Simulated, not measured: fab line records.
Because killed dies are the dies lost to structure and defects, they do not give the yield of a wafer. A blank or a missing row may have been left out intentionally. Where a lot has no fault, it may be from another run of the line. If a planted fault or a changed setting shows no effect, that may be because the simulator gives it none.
Which tool did it? / flow nand harc / 12 lots with 36 wafers sampled at 6 steps, on a route of 1302 steps

WHAT EACH GAUGE READ, for each wafer
NHARC_P_GATE_CD_MEAS_46 targets a cd of 720 nm. Usual: 720.3 nm for cd nm, sd 2.2.
lot=L800; measured=day 6 01:11; on=cd sem-01; cd nm (nm)=721.1 720.8 720.7; flag=
lot=L801; measured=day 6 13:15; on=cd sem-02; cd nm (nm)=724.0 720.7 722.5; flag=
lot=L802; measured=day 6 14:25; on=cd sem-03; cd nm (nm)=720.1 717.3 715.4; flag=
lot=L803; measured=day 7 02:05; on=cd sem-02; cd nm (nm)=723.8 724.2 723.3; flag=
lot=L807; measured=day 8 17:46; on=cd sem-03; cd nm (nm)=709.1 710.0 707.7 709.2 709.8 708.0; flag=OFF
lot=L811; measured=day 10 20:25; on=cd sem-02; cd nm (nm)=720.0 716.4 718.8; flag=
lot=L815; measured=day 12 06:14; on=cd sem-01; cd nm (nm)=719.9 717.7 717.9; flag=
lot=L816; measured=day 12 08:20; on=cd sem-02; cd nm (nm)=718.7 719.8 719.8; flag=
lot=L817; measured=day 13 01:32; on=cd sem-03; cd nm (nm)=720.7 720.3 719.9; flag=
lot=L820; measured=day 14 02:54; on=cd sem-03; cd nm (nm)=720.6 717.5 719.4; flag=
lot=L821; measured=day 14 16:27; on=cd sem-03; cd nm (nm)=721.1 721.5 725.3; flag=
lot=L822; measured=day 14 23:00; on=cd sem-01; cd nm (nm)=720.2 720.2 719.2; flag=

NHARC_END_SORT_01. Usual: killed at array 54, standard deviation 20; killed at other 0.7, standard deviation 0.94; killed at periphery 3.8, standard deviation 2.7; killed dies 59, standard deviation 20; killed open 3.5, standard deviation 1.9; killed short 2.5, standard deviation 1.6.
lot=L800; measured=day 25 11:44; on=prober-01; killed at array=50 41 52; killed at other=1 3 0; killed at periphery=1 3 1; killed dies=52 47 53; killed open=4 0 1; killed short=2 3 2; flag=
lot=L801; measured=day 25 07:05; on=prober-02; killed at array=56 59 29; killed at other=1 1 1; killed at periphery=2 2 3; killed dies=59 62 33; killed open=3 5 5; killed short=2 2 1; flag=
lot=L802; measured=day 25 16:31; on=prober-02; killed at array=23 21 29; killed at other=1 0 0; killed at periphery=1 4 3; killed dies=25 25 32; killed open=3 4 5; killed short=3 0 4; flag=
lot=L803; measured=day 25 18:43; on=prober-01; killed at array=36 58 55; killed at other=0 0 0; killed at periphery=6 7 7; killed dies=42 65 62; killed open=4 3 1; killed short=4 4 3; flag=
lot=L807; measured=day 27 16:46; on=prober-02; killed at array=55 53 60; killed at other=2 2 1; killed at periphery=0 5 4; killed dies=57 60 65; killed open=2 4 1; killed short=0 2 2; flag=
lot=L811; measured=day 29 19:22; on=prober-02; killed at array=87 75 84; killed at other=0 1 0; killed at periphery=6 6 2; killed dies=93 82 86; killed open=4 4 5; killed short=4 5 4; flag=
lot=L815; measured=day 31 11:29; on=prober-01; killed at array=46 40 37; killed at other=0 0 1; killed at periphery=8 5 5; killed dies=54 45 43; killed open=4 4 1; killed short=5 0 2; flag=
lot=L816; measured=day 32 01:47; on=prober-01; killed at array=80 69 69; killed at other=2 1 0; killed at periphery=2 2 2; killed dies=84 72 71; killed open=1 4 3; killed short=3 3 4; flag=
lot=L817; measured=day 31 18:07; on=prober-02; killed at array=42 48 42; killed at other=0 0 1; killed at periphery=2 2 0; killed dies=44 50 43; killed open=1 6 1; killed short=3 1 6; flag=
lot=L820; measured=day 33 04:47; on=prober-01; killed at array=40 40 33; killed at other=0 3 1; killed at periphery=4 1 2; killed dies=44 44 36; killed open=3 7 4; killed short=0 0 0; flag=
lot=L821; measured=day 33 07:49; on=prober-02; killed at array=96 83 58; killed at other=1 0 0; killed at periphery=3 5 6; killed dies=100 88 64; killed open=3 1 4; killed short=3 5 2; flag=
lot=L822; measured=day 34 03:38; on=prober-01; killed at array=68 82 60; killed at other=3 0 3; killed at periphery=9 8 4; killed dies=80 90 67; killed open=5 4 4; killed short=4 3 3; flag=

WHAT TOOL EACH LOT RAN ON (gives the tool, then ch and the chambers of the sampled wafers, and finally the start)
lot=L800; NHARC_P_GATE_DEP_103=pecvd-03 ch 0,1,2, day 5 12:38; NHARC_P_GATE_DESCUM_31=rie diel-08 ch 1,3, day 5 13:29; NHARC_P_GATE_EXPOSE_43=krf scanner-02 ch 0, day 6 01:02; NHARC_P_GATE_STRIP_111=plasma asher-02 ch 0,1, day 6 01:43
lot=L801; NHARC_P_GATE_DEP_103=pecvd-03 ch 0,1,2, day 6 00:28; NHARC_P_GATE_DESCUM_31=rie diel-08 ch 0,2,3, day 6 01:19; NHARC_P_GATE_EXPOSE_43=krf scanner-03 ch 0, day 6 13:06; NHARC_P_GATE_STRIP_111=plasma asher-01 ch 0,1, day 6 13:47
lot=L802; NHARC_P_GATE_DEP_103=pecvd-03 ch 0,1,2, day 6 01:59; NHARC_P_GATE_DESCUM_31=rie diel-08 ch 0,1, day 6 02:43; NHARC_P_GATE_EXPOSE_43=krf scanner-04 ch 0, day 6 14:16; NHARC_P_GATE_STRIP_111=plasma asher-02 ch 0,1, day 6 15:02
lot=L803; NHARC_P_GATE_DEP_103=pecvd-04 ch 0,1,2, day 6 13:37; NHARC_P_GATE_DESCUM_31=rie diel-07 ch 0,2,3, day 6 14:22; NHARC_P_GATE_EXPOSE_43=krf scanner-02 ch 0, day 7 01:56; NHARC_P_GATE_STRIP_111=plasma asher-02 ch 0,1, day 7 02:53
lot=L807; NHARC_P_GATE_DEP_103=pecvd-03 ch 0,2, day 8 05:26; NHARC_P_GATE_DESCUM_31=rie diel-08 ch 1,2,3, day 8 06:10; NHARC_P_GATE_EXPOSE_43=krf scanner-02 ch 0, day 8 17:37; NHARC_P_GATE_STRIP_111=plasma asher-02 ch 0,1, day 8 21:57
lot=L811; NHARC_P_GATE_DEP_103=pecvd-03 ch 0,1,2, day 10 07:43; NHARC_P_GATE_DESCUM_31=rie diel-07 ch 2,3, day 10 08:34; NHARC_P_GATE_EXPOSE_43=krf scanner-03 ch 0, day 10 20:16; NHARC_P_GATE_STRIP_111=plasma asher-02 ch 0,1, day 10 21:14
lot=L815; NHARC_P_GATE_DEP_103=pecvd-03 ch 0,1, day 11 17:41; NHARC_P_GATE_DESCUM_31=rie diel-08 ch 0,1,3, day 11 18:25; NHARC_P_GATE_EXPOSE_43=krf scanner-03 ch 0, day 12 06:05; NHARC_P_GATE_STRIP_111=plasma asher-02 ch 0,1, day 12 06:46
lot=L816; NHARC_P_GATE_DEP_103=pecvd-03 ch 0,1,2, day 11 19:56; NHARC_P_GATE_DESCUM_31=rie diel-07 ch 1,3, day 11 20:39; NHARC_P_GATE_EXPOSE_43=krf scanner-03 ch 0, day 12 08:11; NHARC_P_GATE_STRIP_111=plasma asher-02 ch 0,1, day 12 08:52
lot=L817; NHARC_P_GATE_DEP_103=pecvd-01 ch 0,2, day 12 13:06; NHARC_P_GATE_DESCUM_31=rie diel-07 ch 0,2,3, day 12 13:58; NHARC_P_GATE_EXPOSE_43=krf scanner-03 ch 0, day 13 01:23; NHARC_P_GATE_STRIP_111=plasma asher-01 ch 1, day 13 02:04
lot=L820; NHARC_P_GATE_DEP_103=pecvd-01 ch 0,1, day 13 14:04; NHARC_P_GATE_DESCUM_31=rie diel-08 ch 0,1, day 13 14:57; NHARC_P_GATE_EXPOSE_43=krf scanner-02 ch 0, day 14 02:45; NHARC_P_GATE_STRIP_111=plasma asher-02 ch 0,1, day 14 03:31
lot=L821; NHARC_P_GATE_DEP_103=pecvd-04 ch 1,2, day 14 03:53; NHARC_P_GATE_DESCUM_31=rie diel-04 ch 0,3, day 14 04:46; NHARC_P_GATE_EXPOSE_43=krf scanner-02 ch 0, day 14 16:18; NHARC_P_GATE_STRIP_111=plasma asher-02 ch 0,1, day 14 16:58
lot=L822; NHARC_P_GATE_DEP_103=pecvd-03 ch 0,1, day 14 10:40; NHARC_P_GATE_DESCUM_31=rie diel-08 ch 0,1,2, day 14 11:25; NHARC_P_GATE_EXPOSE_43=krf scanner-02 ch 0, day 14 22:51; NHARC_P_GATE_STRIP_111=plasma asher-01 ch 0,1, day 14 23:37
- NHARC_P_GATE_DEP_103: deposits SiON, target thk 30 nm.
- NHARC_P_GATE_DESCUM_31: chemistry O2, time 3 s.
- NHARC_P_GATE_EXPOSE_43: exposes mask P NSD, target cd 720 nm.
- NHARC_P_GATE_STRIP_111: strips in N2/H2, time 250 s.

WHAT THE TOOLS THEMSELVES READ (means of the sampled wafers that have a number; where no wafer has one, the mark that the record gives instead)
NHARC_P_GATE_DEP_103. Usual: 763 W for heater power w, sd 63.
lot=L800; tool=pecvd-03; heater power w (W)=772; flag=
lot=L801; tool=pecvd-03; heater power w (W)=749; flag=
lot=L802; tool=pecvd-03; heater power w (W)=747; flag=
lot=L803; tool=pecvd-04; heater power w (W)=825; flag=
lot=L807; tool=pecvd-03; heater power w (W)=760; flag=
lot=L811; tool=pecvd-03; heater power w (W)=783; flag=
lot=L815; tool=pecvd-03; heater power w (W)=781; flag=
lot=L816; tool=pecvd-03; heater power w (W)=704; flag=
lot=L817; tool=pecvd-01; heater power w (W)=785; flag=
lot=L820; tool=pecvd-01; heater power w (W)=725; flag=
lot=L821; tool=pecvd-04; heater power w (W)=869; flag=
lot=L822; tool=pecvd-03; heater power w (W)=770; flag=

NHARC_P_GATE_DESCUM_31. Usual: drypump motor current A 5.7 A, standard deviation 0.53; oes product au 1.002 a.u., standard deviation 0.015; rf vpp V 57.8 V, standard deviation 1; showerhead plenum p Torr 1.91 Torr, standard deviation 0.076; throttle valve pct 11.311 %, standard deviation 0.0086.
lot=L800; tool=rie diel-08; drypump motor current A (A)=5.6; oes product au (a.u.)=1.009; rf vpp V (V)=58.6; showerhead plenum p Torr (Torr)=1.98; throttle valve pct (%)=11.306; flag=
lot=L801; tool=rie diel-08; drypump motor current A (A)=5.6; oes product au (a.u.)=1.010; rf vpp V (V)=57.1; showerhead plenum p Torr (Torr)=1.86; throttle valve pct (%)=11.316; flag=
lot=L802; tool=rie diel-08; drypump motor current A (A)=5.3; oes product au (a.u.)=1.011; rf vpp V (V)=57.9; showerhead plenum p Torr (Torr)=1.96; throttle valve pct (%)=11.307; flag=
lot=L803; tool=rie diel-07; drypump motor current A (A)=6.0; oes product au (a.u.)=0.996; rf vpp V (V)=57.8; showerhead plenum p Torr (Torr)=1.90; throttle valve pct (%)=11.309; flag=
lot=L807; tool=rie diel-08; drypump motor current A (A)=5.5; oes product au (a.u.)=1.012; rf vpp V (V)=58.7; showerhead plenum p Torr (Torr)=1.93; throttle valve pct (%)=11.305; flag=
lot=L811; tool=rie diel-07; drypump motor current A (A)=6.2; oes product au (a.u.)=0.994; rf vpp V (V)=56.8; showerhead plenum p Torr (Torr)=1.83; throttle valve pct (%)=11.317; flag=
lot=L815; tool=rie diel-08; drypump motor current A (A)=5.6; oes product au (a.u.)=1.008; rf vpp V (V)=57.7; showerhead plenum p Torr (Torr)=1.92; throttle valve pct (%)=11.306; flag=
lot=L816; tool=rie diel-07; drypump motor current A (A)=6.1; oes product au (a.u.)=0.994; rf vpp V (V)=57.6; showerhead plenum p Torr (Torr)=1.86; throttle valve pct (%)=11.315; flag=
lot=L817; tool=rie diel-07; drypump motor current A (A)=6.0; oes product au (a.u.)=0.982; rf vpp V (V)=58.2; showerhead plenum p Torr (Torr)=1.90; throttle valve pct (%)=11.314; flag=
lot=L820; tool=rie diel-08; drypump motor current A (A)=5.2; oes product au (a.u.)=1.001; rf vpp V (V)=57.7; showerhead plenum p Torr (Torr)=1.96; throttle valve pct (%)=11.313; flag=
lot=L821; tool=rie diel-04; drypump motor current A (A)=5.5; oes product au (a.u.)=0.998; rf vpp V (V)=58.1; showerhead plenum p Torr (Torr)=1.93; throttle valve pct (%)=11.321; flag=
lot=L822; tool=rie diel-08; drypump motor current A (A)=5.2; oes product au (a.u.)=1.009; rf vpp V (V)=56.8; showerhead plenum p Torr (Torr)=1.91; throttle valve pct (%)=11.312; flag=

NHARC_P_GATE_STRIP_111. Usual: drypump motor current A 5.7 A, standard deviation 0.6; heater power w 82 W, standard deviation 4.4.
lot=L800; tool=plasma asher-02; drypump motor current A (A)=6.0; heater power w (W)=81; flag=
lot=L801; tool=plasma asher-01; drypump motor current A (A)=5.6; heater power w (W)=90; flag=
lot=L802; tool=plasma asher-02; drypump motor current A (A)=6.0; heater power w (W)=81; flag=
lot=L803; tool=plasma asher-02; drypump motor current A (A)=6.0; heater power w (W)=81; flag=
lot=L807; tool=plasma asher-02; drypump motor current A (A)=5.5; heater power w (W)=80; flag=
lot=L811; tool=plasma asher-02; drypump motor current A (A)=6.0; heater power w (W)=80; flag=
lot=L815; tool=plasma asher-02; drypump motor current A (A)=6.0; heater power w (W)=80; flag=
lot=L816; tool=plasma asher-02; drypump motor current A (A)=5.5; heater power w (W)=76; flag=
lot=L817; tool=plasma asher-01; drypump motor current A (A)=5.5; heater power w (W)=89; flag=
lot=L820; tool=plasma asher-02; drypump motor current A (A)=6.0; heater power w (W)=79; flag=
lot=L821; tool=plasma asher-02; drypump motor current A (A)=5.5; heater power w (W)=76; flag=
lot=L822; tool=plasma asher-01; drypump motor current A (A)=5.6; heater power w (W)=86; flag=

THE ANSWER, worked out from the rows above alone
Rule: lot off if the mean of its wafers having a number is beyond 3 standard deviations from the usual mean. Also off: a lot with no number at a reading for which 4 or more lots have one. All remaining lots with rows at the step are treated as sound. The gauges are gone through in route order, then the tools' own readings, and for those a lot's mean is taken as printed above. The first step at which some lot is off is used, and at that step the reading that is off furthest; a lot without a number counts as furthest.
Off at NHARC_P_GATE_CD_MEAS_46 (cd nm): L807.
If a tool, at a process step before that reading, ran all the lots that are off and no sound lot after the first of them, it fits. Those tools and the gauges at NHARC_P_GATE_CD_MEAS_46 are tried in the same way. None of those tried fits.

WHAT THE SIMULATOR PUT IN
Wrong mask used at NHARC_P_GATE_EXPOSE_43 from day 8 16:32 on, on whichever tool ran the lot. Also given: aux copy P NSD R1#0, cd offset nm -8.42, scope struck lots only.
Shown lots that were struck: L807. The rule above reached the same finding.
